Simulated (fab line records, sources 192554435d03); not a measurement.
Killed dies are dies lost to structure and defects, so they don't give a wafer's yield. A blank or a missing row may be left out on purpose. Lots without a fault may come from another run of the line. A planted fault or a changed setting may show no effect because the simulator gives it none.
fab line records | flow n5_finfet | part 2 of 2: steps 17 to 17 of 17
record lots=7 wafers=18 last_day=17
route steps=1938 shown HKMG_FIN@426 BEOL_M4@1111 PASSIVATION@1936
lots that met no fault: from a run of the same line without faults
start_h: hours from the record's first day to the start of the lot's first wafer shown | wait_h: hours since the lot's step before | " the same as in the row above | L1.1+2: a row that stands for several wafers | - no value, or no start given | * or withheld: withheld | < > ~ a bound
route shown NAME@n: a module of which the file shows steps, and the number in the route of the first | usual: mean/standard deviation of fault-free wafers | same: alike in all rows | chamber/n: place in a boat | sites: the reading at each site | _std_site: their standard deviation | _edge_site: outer sites' mean less inner sites' | radius_mm: how far each site lies from the wafer's centre | mask NAME#n: copy n | behind: the tool/chamber that last shaped the wafer | hold: why the lot was held/for how many hours/how that ended | device: the transistor (n, p or np) that didn't switch | end of line: the same wafers' tests at the end of the route | a step without rows: its recipe alone | killed: dies lost to structure and defects at the first sort, not the wafer's yield | map: a wafer's dies, x killed, . not, _ none there
set.NAME: the setting as run; set.NAME@STEP: as run at that earlier step | model.NAME: the simulator's own value behind a step, which no gauge read
lots at some steps of the route; a table a step, a row a wafer
services: from which hour (start_h, from the record's first day; less than 0 if before it) a tool's chamber was out of use, for how many hours, and why
## steps
# step N5_PASSIVATION_PROBE_49
# usual defect_limited_yield=91.2/1.4 killed_at_M0_to_M3=34/9.4 killed_at_M4_up=14/5.6 killed_at_contacts=13/7.8 killed_at_front_end=37/10 killed_at_other=4/3.3 killed_dies=103/17 killed_open=68/13 killed_short=33/8.2 sort_bin_5_function=5.1/0.92 sort_bin_6_memory=3.3/0.71 sort_bin_8_speed=0.01/0.043 sort_n_pass=1077/17 sort_yield_pct=91.2/1.4
# same gross_dies=1180 killed_at_back_side=0 sort_bin_4_leakage[%]=0
# columns lot.wafer tool chamber start_h wait_h defect_limited_yield[%] killed_at_M0_to_M3 killed_at_M4_up killed_at_contacts killed_at_front_end killed_at_other killed_dies killed_open killed_short sort_bin_5_function[%] sort_bin_6_memory[%] sort_bin_8_speed[%] sort_n_pass sort_yield_pct[%]
L241.1 prober-01 - 309.23 0.0 90.8 32 13 15 44 4 108 60 41 4.7 3.1 0 1072 90.8
L241.4 prober-01 - 309.38 0.2 91.5 32 17 11 36 4 100 65 35 4.7 3.5 0 1080 91.5
L241.6 prober-01 - 309.48 0.3 92.4 32 13 10 30 5 90 61 27 4.2 3.5 0 1090 92.4
L239.2 prober-02 - 310.52 0.1 91.4 36 3 31 28 4 102 71 30 5.1 3.1 0 1078 91.4
L239.4 prober-02 - 310.62 0.2 91.9 25 11 32 22 5 95 58 31 5.0 2.5 0 1085 91.9
L239.6 prober-02 - 310.72 0.3 88.1 31 7 51 51 1 141 101 40 6.8 4.7 0 1039 88.1
L249.1 prober-02 - 372.54 0.0 90.3 42 9 28 34 1 114 75 39 5.7 3.7 0 1066 90.3
L249.5 prober-02 - 372.74 0.2 91.4 40 18 15 26 3 102 75 27 5.3 3.4 0 1078 91.4
L250.1 prober-01 - 377.92 0.0 91.4 43 22 8 27 1 101 71 29 5.5 2.6 0 1079 91.4
L250.4 prober-01 - 378.07 0.2 90.5 54 11 7 38 2 112 63 41 4.5 3.6 0 1068 90.5
L251.5 prober-01 - 381.79 0.2 93.1 26 6 11 30 8 81 47 33 3.2 3.3 0.08 1099 93.1
L251.6 prober-01 - 381.84 0.3 90.4 32 7 33 34 7 113 76 34 5.6 3.5 0 1067 90.4
L254.1 prober-01 - 409.87 0.0 92.5 28 7 7 45 2 89 70 19 4.2 3.0 0 1091 92.5
L254.4 prober-01 - 410.02 0.2 91.3 25 12 9 56 1 103 63 34 4.9 3.1 0 1077 91.3
L254.6 prober-01 - 410.12 0.3 93.6 27 6 11 30 2 76 51 25 3.2 2.7 0 1104 93.6
L257.1 prober-02 - 412.84 0.0 91.7 40 9 11 34 4 98 55 35 3.9 3.6 0 1082 91.7
L257.4 prober-02 - 412.99 0.2 93.2 32 14 7 22 5 80 51 28 4.1 2.4 0 1100 93.2
L257.5 prober-02 - 413.04 0.2 92.9 29 19 9 24 3 84 58 26 4.5 2.5 0 1096 92.9
# killed by level:class
L241.1 MOL_CONTACT_COAG:geometric_particle:open=11 BEOL_M2:geometric_particle:open=9 FIN_SAQP:geometric_particle:short=7 STI_FIN_REVEAL:geometric_particle:open=7 BEOL_M4:geometric_particle:open=7 HKMG_FIN:area_etch=7 BEOL_M0_SAQP:geometric_particle:short=6 ILD0:geometric_particle:short=5
L241.4 MOL_CONTACT_COAG:geometric_particle:open=10 STI_FIN_REVEAL:geometric_particle:open=8 FIN_SAQP:geometric_particle:short=7 BEOL_M2:geometric_particle:short=7 FIN_SAQP:geometric_particle:open=6 BEOL_M2:geometric_particle:open=6 BEOL_M4:geometric_particle:open=6 BEOL_M7:geometric_particle:open=6
L241.6 BEOL_M3:geometric_particle:open=10 MOL_CONTACT_COAG:geometric_particle:open=8 BEOL_M2:geometric_particle:open=8 GATE_CUT:geometric_particle:short=6 BEOL_M0:geometric_particle:open=6 DUMMY_GATE:geometric_particle:open=4 BEOL_M4:geometric_particle:open=4 STARTING-WAFER:geometric_particle:short=4
L239.2 MOL_CONTACT_COAG:geometric_particle:open=25 BEOL_M3:geometric_particle:open=9 BEOL_M0_SAQP:geometric_particle:open=8 BEOL_M0_SAQP:geometric_particle:short=8 FIN_SAQP:geometric_particle:open=6 MOL_CONTACT_COAG:geometric_particle:short=6 BEOL_M2:geometric_particle:open=5 FIN_SAQP:geometric_particle:short=4
L239.4 MOL_CONTACT_COAG:geometric_particle:open=25 MOL_CONTACT_COAG:geometric_particle:short=7 BEOL_M1:geometric_particle:open=7 BEOL_M0_SAQP:geometric_particle:short=5 BEOL_M1:geometric_particle:short=5 HKMG_FIN:area_etch=5 DUMMY_GATE:geometric_particle:open=3 BEOL_M0_SAQP:geometric_particle:open=3
L239.6 MOL_CONTACT_COAG:geometric_particle:open=42 STI_FIN_REVEAL:geometric_particle:open=13 FIN_SAQP:geometric_particle:short=9 MOL_CONTACT_COAG:geometric_particle:short=9 FIN_SAQP:geometric_particle:open=7 BEOL_M0_SAQP:geometric_particle:short=7 BEOL_M2:geometric_particle:open=7 DUMMY_GATE:geometric_particle:open=5
L249.1 MOL_CONTACT_COAG:geometric_particle:open=23 BEOL_M0_SAQP:geometric_particle:short=15 GATE_CUT:geometric_particle:open=10 BEOL_M0_SAQP:geometric_particle:open=10 STI_FIN_REVEAL:geometric_particle:open=6 GATE_CUT:geometric_particle:short=6 MOL_CONTACT_COAG:geometric_particle:short=5 BEOL_M1:geometric_particle:open=5
L249.5 MOL_CONTACT_COAG:geometric_particle:open=13 BEOL_M2:geometric_particle:open=9 BEOL_M3:geometric_particle:open=7 BEOL_M0_SAQP:geometric_particle:open=7 BEOL_M0_SAQP:geometric_particle:short=7 FIN_SAQP:geometric_particle:open=6 BEOL_M1:geometric_particle:open=6 GATE_CUT:geometric_particle:open=5
L250.1 BEOL_M0_SAQP:geometric_particle:open=18 BEOL_M0_SAQP:geometric_particle:short=12 STI_FIN_REVEAL:geometric_particle:open=11 MOL_CONTACT_COAG:geometric_particle:open=8 BEOL_M5:geometric_particle:open=7 BEOL_M2:geometric_particle:open=6 GATE_CUT:geometric_particle:short=5 BEOL_M1:geometric_particle:open=5
L250.4 BEOL_M0_SAQP:geometric_particle:short=18 BEOL_M0_SAQP:geometric_particle:open=11 FIN_SAQP:geometric_particle:open=9 BEOL_M2:geometric_particle:open=8 FIN_SAQP:geometric_particle:short=7 BEOL_M1:geometric_particle:open=7 HKMG_FIN:area_etch=7 BEOL_M0:geometric_particle:short=6
L251.5 MOL_CONTACT_COAG:geometric_particle:open=9 FIN_SAQP:geometric_particle:short=7 FIN_SAQP:geometric_particle:open=7 BEOL_M0_SAQP:geometric_particle:short=7 BEOL_M0_SAQP:geometric_particle:open=5 ILD0:geometric_particle:open=4 MIM_TOP_ETCH:geometric_particle:short=4 BEOL_M2:geometric_particle:open=3
L251.6 MOL_CONTACT_COAG:geometric_particle:open=25 FIN_SAQP:geometric_particle:short=10 MOL_CONTACT_COAG:geometric_particle:short=8 BEOL_M0_SAQP:geometric_particle:open=8 BEOL_M3:geometric_particle:open=7 FIN_SAQP:geometric_particle:open=6 STI_FIN_REVEAL:geometric_particle:open=6 BEOL_M1:geometric_particle:open=6
L254.1 STI_FIN_REVEAL:geometric_particle:open=18 BEOL_M1:geometric_particle:open=10 FIN_SAQP:geometric_particle:open=9 GATE_CUT:geometric_particle:open=6 MOL_CONTACT_COAG:geometric_particle:open=6 BEOL_M0_SAQP:geometric_particle:short=5 FIN_SAQP:geometric_particle:short=4 BEOL_M0_SAQP:geometric_particle:open=3
L254.4 FIN_SAQP:geometric_particle:open=12 FIN_SAQP:geometric_particle:short=11 STI_FIN_REVEAL:geometric_particle:open=11 BEOL_M0_SAQP:geometric_particle:open=9 MOL_CONTACT_COAG:geometric_particle:open=8 BEOL_M0_SAQP:geometric_particle:short=5 BEOL_M2:geometric_particle:open=5 HKMG_FIN:area_etch=5
L254.6 STI_FIN_REVEAL:geometric_particle:open=12 BEOL_M2:geometric_particle:open=10 MOL_CONTACT_COAG:geometric_particle:open=8 BEOL_M0_SAQP:geometric_particle:open=6 BEOL_M1:geometric_particle:open=5 BEOL_M0_SAQP:geometric_particle:short=4 FIN_SAQP:geometric_particle:short=3 DUMMY_GATE:geometric_particle:open=3
L257.1 BEOL_M0_SAQP:geometric_particle:short=13 BEOL_M0_SAQP:geometric_particle:open=12 MOL_CONTACT_COAG:geometric_particle:open=10 HKMG_FIN:area_etch=8 BEOL_M4:geometric_particle:open=6 STI_FIN_REVEAL:geometric_particle:open=5 FIN_SAQP:geometric_particle:open=4 ILD0:geometric_particle:open=3
L257.4 BEOL_M0_SAQP:geometric_particle:open=11 BEOL_M0_SAQP:geometric_particle:short=9 BEOL_M4:geometric_particle:open=8 MOL_CONTACT_COAG:geometric_particle:open=7 BEOL_M3:geometric_particle:open=7 FIN_SAQP:geometric_particle:short=4 PASS1_CAP:geometric_particle:short=4 STARTING-WAFER:geometric_particle:open=4
L257.5 BEOL_M4:geometric_particle:open=10 BEOL_M0_SAQP:geometric_particle:open=9 BEOL_M0_SAQP:geometric_particle:short=8 MOL_CONTACT_COAG:geometric_particle:open=7 FIN_SAQP:geometric_particle:open=5 STI_FIN_REVEAL:geometric_particle:open=4 GATE_CUT:geometric_particle:open=4 BEOL_M1:geometric_particle:open=4
## services
# columns tool chamber start_h hours kind
rie_diel-06 3 70.48 - clean
rie_diel-06 3 70.48 - consumable_replace:focus_ring
rie_diel-06 3 70.48 - consumable_replace:showerhead
rie_diel-06 3 70.48 28.0 scheduled_down
rie_diel-06 3 70.48 28.0 vent_cycle
rie_diel-03 0 72.76 9.1 repair
rie_diel-06 - 74.08 0.7 repair
rie_diel-06 0 112.78 - clean
rie_diel-06 0 112.78 - consumable_replace:focus_ring
rie_diel-06 0 112.78 17.8 scheduled_down
rie_diel-06 0 112.78 17.8 vent_cycle
rie_diel-04 2 142.43 9.2 repair
rie_diel-04 3 166.11 2.1 repair
